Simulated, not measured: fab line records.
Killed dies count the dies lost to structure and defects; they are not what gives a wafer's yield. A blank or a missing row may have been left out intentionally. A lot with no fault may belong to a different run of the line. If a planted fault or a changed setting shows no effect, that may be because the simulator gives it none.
Matching of chambers || flow n5 finfet || N5_BEOL_M4_STRIP_66 on rie diel-05 has 4 sister chambers
The step strips in CF4. 4 wafers are shown with their chamber, then 8 later ones without.

WAFERS, EACH WITH ITS CHAMBER
{"wafer": "L872.2", "chamber": 0, "drypump motor current A (A)": 5.8}
{"wafer": "L873.1", "chamber": 3, "drypump motor current A (A)": 5.7}
{"wafer": "L873.4", "chamber": 1, "drypump motor current A (A)": 5.5}
{"wafer": "L884.1", "chamber": 2, "drypump motor current A (A)": 6.0}

WAFERS WHOSE CHAMBER IS MISSING
{"wafer": "L884.2", "drypump motor current A (A)": 5.4}
{"wafer": "L884.4", "drypump motor current A (A)": 5.7}
{"wafer": "L886.2", "drypump motor current A (A)": 5.7}
{"wafer": "L886.4", "drypump motor current A (A)": 5.4}
{"wafer": "L886.5", "drypump motor current A (A)": 6.0}
{"wafer": "L889.4", "drypump motor current A (A)": 5.7}
{"wafer": "L889.5", "drypump motor current A (A)": 5.7}
{"wafer": "L889.6", "drypump motor current A (A)": 6.0}

WHICH CHAMBER EACH WENT THROUGH
{"wafer": "L884.2", "from the rows above": 1, "in truth": 1}
{"wafer": "L884.4", "from the rows above": 3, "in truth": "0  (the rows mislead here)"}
{"wafer": "L886.2", "from the rows above": 3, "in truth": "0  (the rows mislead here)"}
{"wafer": "L886.4", "from the rows above": 1, "in truth": 1}
{"wafer": "L886.5", "from the rows above": 2, "in truth": 2}
{"wafer": "L889.4", "from the rows above": 3, "in truth": 3}
{"wafer": "L889.5", "from the rows above": 3, "in truth": 3}
{"wafer": "L889.6", "from the rows above": 2, "in truth": 2}
6 of 8 placed correctly. Left unplaced by these rows: 0. 2 placed wrongly.
How it was worked out, from the rows above alone: a wafer's distance from a chamber is the root of the sum, over the readings, of the square of ((its reading less the chamber's mean) divided by the reading's scatter). If the next closest chamber is less than 2 further off than the closest, the wafer can't be placed; otherwise it belongs to the closest. The mean given for a chamber averages the wafers shown for that chamber. The scatter: root of mean squared gap, hidden wafer to nearest shown wafer, with one shown wafer a chamber.
